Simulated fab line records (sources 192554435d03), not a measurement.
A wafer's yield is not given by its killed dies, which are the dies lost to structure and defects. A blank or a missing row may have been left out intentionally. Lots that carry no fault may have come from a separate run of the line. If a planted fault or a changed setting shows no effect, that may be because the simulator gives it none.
Which tool is to blame? | flow n5 finfet | 27 wafers from 9 lots sampled at 8 of the route's 1938 steps

WHAT THE GAUGES READ, wafer by wafer
N5_BEOL_M1_THK_MEAS_53: measures by xrf.
lot  | measured     | on            | M1_THK (nm)
L300 | day 7 06:11  | film metro-01 | 35.8 40.8 38.8
L301 | day 7 11:07  | film metro-02 | 39.7 39.0 41.2
L304 | day 8 08:35  | film metro-02 | 35.7 37.8 36.2
L311 | day 10 03:14 | film metro-02 | 40.5 42.5 42.8
L316 | day 10 22:38 | film metro-02 | 300.2 296.8 300.5
L315 | day 11 02:23 | film metro-01 | 303.1 308.5 302.9
L317 | day 12 00:10 | film metro-02 | 297.6 307.3 299.5
L320 | day 12 07:00 | film metro-01 | 41.4 38.3 38.5
L321 | day 12 13:17 | film metro-02 | 40.2 40.4 40.2

N5_BEOL_M1_RS_MEAS_58: measures by four-point-probe.
lot  | measured     | on            | M1_RS (ohm/sq)
L300 | day 7 06:27  | film metro-02 | 0.76 0.64 0.69
L301 | day 7 11:23  | film metro-02 | 0.66 0.68 0.64
L304 | day 8 08:52  | film metro-01 | 0.79 0.74 0.78
L311 | day 10 03:29 | film metro-01 | 0.66 0.62 0.62
L316 | day 10 22:53 | film metro-01 | 0.06 0.06 0.06
L315 | day 11 02:48 | film metro-02 | 0.06 0.06 0.06
L317 | day 12 00:25 | film metro-02 | 0.06 0.06 0.06
L320 | day 12 07:16 | film metro-01 | 0.63 0.69 0.69
L321 | day 12 13:33 | film metro-01 | 0.66 0.66 0.66

N5_BEOL_M1_INSPECT_59: inspects for defects (darkfield).
lot  | measured     | on                | raw defect count
L300 | day 7 06:29  | defect inspect-01 | 87 75 59
L301 | day 7 11:25  | defect inspect-02 | 61 92 106
L304 | day 8 08:53  | defect inspect-02 | 78 74 82
L311 | day 10 03:31 | defect inspect-02 | 100 74 95
L316 | day 10 22:55 | defect inspect-02 | 1672 1660 1582
L315 | day 11 02:50 | defect inspect-02 | 1536 1713 1551
L317 | day 12 00:27 | defect inspect-01 | 1679 1632 1607
L320 | day 12 07:17 | defect inspect-02 | 47 62 41
L321 | day 12 13:34 | defect inspect-02 | 55 92 72

N5_BEOL_M4_RC_MEAS_101.
lot  | measured     | on        | DIBL_N (mV/V)  | DIBL_P (mV/V)  | IOFF_N (nA/um) | IOFF_P (nA/um) | ION_N (uA/um) | ION_P (uA/um) | SS_N (mV/dec)  | SS_P (mV/dec)  | VT_N (mV)         | VT_P (mV)
L300 | day 8 19:38  | prober-01 | 37.7 32.4 36.1 | 39.0 32.8 37.3 | 0.21 0.11 0.18 | 0.24 0.15 0.21 | 684 666 682   | 467 458 465   | 72.2 70.6 71.9 | 74.0 72.1 73.8 | 244.9 253.1 246.9 | -249 -256 -250
L301 | day 8 22:56  | prober-02 | 38.7 35.8 34.1 | 40.6 36.7 33.8 | 0.22 0.14 0.12 | 0.26 0.18 0.15 | 701 676 667   | 473 455 454   | 72.0 71.4 71.0 | 74.6 73.2 72.5 | 242.9 251.4 251.3 | -248 -256 -256
L304 | day 9 19:16  | prober-02 | 36.6 37.9 38.8 | 35.3 38.5 38.1 | 0.14 0.18 0.19 | 0.16 0.22 0.21 | 663 684 681   | 449 464 463   | 72.0 72.4 71.7 | 72.9 74.1 74.2 | 253.8 248.7 249.6 | -254 -253 -253
L311 | day 12 19:37 | prober-02 | 38.4 40.1 35.5 | 37.8 40.3 35.3 | 0.18 0.21 0.12 | 0.22 0.27 0.19 | 676 688 671   | 461 474 467   | 70.8 71.5 70.7 | 73.7 74.3 73.8 | 247.8 247.0 252.9 | -251 -247 -252
L320 | day 14 10:52 | prober-02 | 39.5 40.7 37.4 | 39.0 38.9 35.8 | 0.18 0.21 0.16 | 0.24 0.24 0.20 | 664 678 680   | 463 461 461   | 71.9 73.2 71.3 | 73.9 74.5 73.8 | 249.3 247.9 250.8 | -248 -247 -250
L321 | day 14 13:47 | prober-02 | 40.8 35.2 37.1 | 40.8 34.0 36.9 | 0.27 0.13 0.18 | 0.34 0.20 0.25 | 703 677 679   | 477 463 467   | 73.1 72.0 71.7 | 74.0 72.0 73.6 | 242.1 251.3 248.0 | -241 -248 -244

WHAT TOOL EACH LOT RAN ON (gives the tool, then ch and the chambers of the sampled wafers, and finally the start)
lot  | N5_BEOL_M1_SPUTTER_81        | N5_BEOL_M1_ANNEAL_91         | N5_BEOL_M1_SPUTTER_92        | N5_BEOL_M1_CMP_52
L300 | pvd sputter-01, day 7 03:46  | pvd sputter-01, day 7 04:30  | pvd sputter-01, day 7 04:38  | cmp-03 ch 1,2, day 7 05:56
L301 | pvd sputter-02, day 7 09:01  | pvd sputter-02, day 7 09:45  | pvd sputter-02, day 7 09:53  | cmp-01 ch 0,1, day 7 10:50
L304 | pvd sputter-01, day 8 06:18  | pvd sputter-01, day 8 07:02  | pvd sputter-01, day 8 07:11  | cmp-03 ch 0,1, day 8 08:17
L311 | pvd sputter-02, day 10 01:08 | pvd sputter-02, day 10 01:52 | pvd sputter-02, day 10 02:01 | cmp-01 ch 0,2,3, day 10 02:59
L316 | pvd sputter-02, day 10 20:31 | pvd sputter-02, day 10 21:16 | pvd sputter-02, day 10 21:24 | cmp-01 ch 0,2,3, day 10 22:25
L315 | pvd sputter-03, day 11 00:16 | pvd sputter-03, day 11 01:01 | pvd sputter-03, day 11 01:09 | cmp-03 ch 0,1, day 11 02:06
L317 | pvd sputter-02, day 11 22:03 | pvd sputter-02, day 11 22:47 | pvd sputter-02, day 11 22:56 | cmp-01 ch 0,2,3, day 11 23:52
L320 | pvd sputter-01, day 12 04:53 | pvd sputter-01, day 12 05:38 | pvd sputter-01, day 12 05:46 | cmp-03 ch 1,2,3, day 12 06:44
L321 | pvd sputter-01, day 12 10:55 | pvd sputter-01, day 12 11:39 | pvd sputter-01, day 12 11:47 | cmp-01 ch 0,1,2, day 12 13:02
- N5_BEOL_M1_SPUTTER_81: material Cu, target thk 4.5 nm, time 8.29 s.
- N5_BEOL_M1_ANNEAL_91: time 240 s.
- N5_BEOL_M1_SPUTTER_92: material Cu, target thk 4.5 nm, time 8.29 s.
- N5_BEOL_M1_CMP_52: polishes, stops on SiOC, t overpolish 6.8 s, target thk 40 nm.

AS READ BY THE TOOLS THEMSELVES (means over the sampled wafers that have a number; for cases with no such wafer, the mark the record gives instead)
N5_BEOL_M1_SPUTTER_81.
lot  | tool           | throttle valve pct (%)
L300 | pvd sputter-01 | 30.3
L301 | pvd sputter-02 | 29.2
L304 | pvd sputter-01 | 30.6
L311 | pvd sputter-02 | 29.0
L316 | pvd sputter-02 | 28.9
L315 | pvd sputter-03 | 30.2
L317 | pvd sputter-02 | 28.9
L320 | pvd sputter-01 | 30.3
L321 | pvd sputter-01 | 30.5

N5_BEOL_M1_ANNEAL_91.
lot  | tool           | heater power w (W)
L300 | pvd sputter-01 | 811
L301 | pvd sputter-02 | 801
L304 | pvd sputter-01 | 780
L311 | pvd sputter-02 | 795
L316 | pvd sputter-02 | 809
L315 | pvd sputter-03 | 741
L317 | pvd sputter-02 | 869
L320 | pvd sputter-01 | 805
L321 | pvd sputter-01 | 808

N5_BEOL_M1_SPUTTER_92.
lot  | tool           | throttle valve pct (%)
L300 | pvd sputter-01 | 30.2
L301 | pvd sputter-02 | 29.2
L304 | pvd sputter-01 | 30.5
L311 | pvd sputter-02 | 29.1
L316 | pvd sputter-02 | 29.0
L315 | pvd sputter-03 | 29.9
L317 | pvd sputter-02 | 28.8
L320 | pvd sputter-01 | 30.3
L321 | pvd sputter-01 | 30.6

N5_BEOL_M1_CMP_52.
lot  | tool   | barrier field endpoint s (s) | clearing platen down force psi (psi) | motor current A (A) | overpolish run s (s) | platen rpm (rpm) | time to endpoint s (s)
L300 | cmp-03 | 23.8                         | 1.501                                | 6.1                 | 6.791                | 49.96            | 62
L301 | cmp-01 | 24.8                         | 1.503                                | 5.9                 | 6.800                | 49.99            | 62
L304 | cmp-03 | 24.4                         | 1.499                                | 5.9                 | 6.790                | 50.03            | 63
L311 | cmp-01 | 25.0                         | 1.497                                | 6.2                 | 6.798                | 50.00            | 65
L316 | cmp-01 | -                            | -                                    | -                   | -                    | -                | -
L315 | cmp-03 | -                            | -                                    | -                   | -                    | -                | -
L317 | cmp-01 | -                            | -                                    | -                   | -                    | -                | -
L320 | cmp-03 | 24.9                         | 1.500                                | 5.9                 | 6.798                | 50.00            | 61
L321 | cmp-01 | 24.5                         | 1.501                                | 5.8                 | 6.805                | 50.01            | 62

THE ANSWER, worked out from the rows above alone
Rule: usual is defined by the lots themselves. Put in order of their means at a reading, lots are off if they are a third of the lots or fewer, leave a main group of 4 or more, and stand apart from it by a gap of 3 or more times the standard deviation of the main group's means; of several such gaps the widest counts. A main group whose means are all the same, to the digits that the tables above print for the reading, isn't used. A lot without any number at a reading at which 4 lots or more have one is off too. The other lots that the step has rows for count as sound. First the gauges in route order, then the tools' own readings, where a lot's mean is used as printed above. At the first step where some lot is off, the reading lying furthest off is the one used; lots without a number count as furthest.
Off: at N5_BEOL_M1_THK_MEAS_53 (M1_THK), L316, L315, L317. The main group has a mean of 39.4 nm with a standard deviation of 1.7.
If a tool, at a process step before that reading, ran all the lots that are off and no sound lot after the first of them, it fits. Not tried: the gauges at N5_BEOL_M1_THK_MEAS_53; whatever is off there is also off at N5_BEOL_M1_INSPECT_59, on other tools, and gauge error can't account for it. No candidate that was tried fits.

WHAT HAD BEEN PUT IN BY THE SIMULATOR
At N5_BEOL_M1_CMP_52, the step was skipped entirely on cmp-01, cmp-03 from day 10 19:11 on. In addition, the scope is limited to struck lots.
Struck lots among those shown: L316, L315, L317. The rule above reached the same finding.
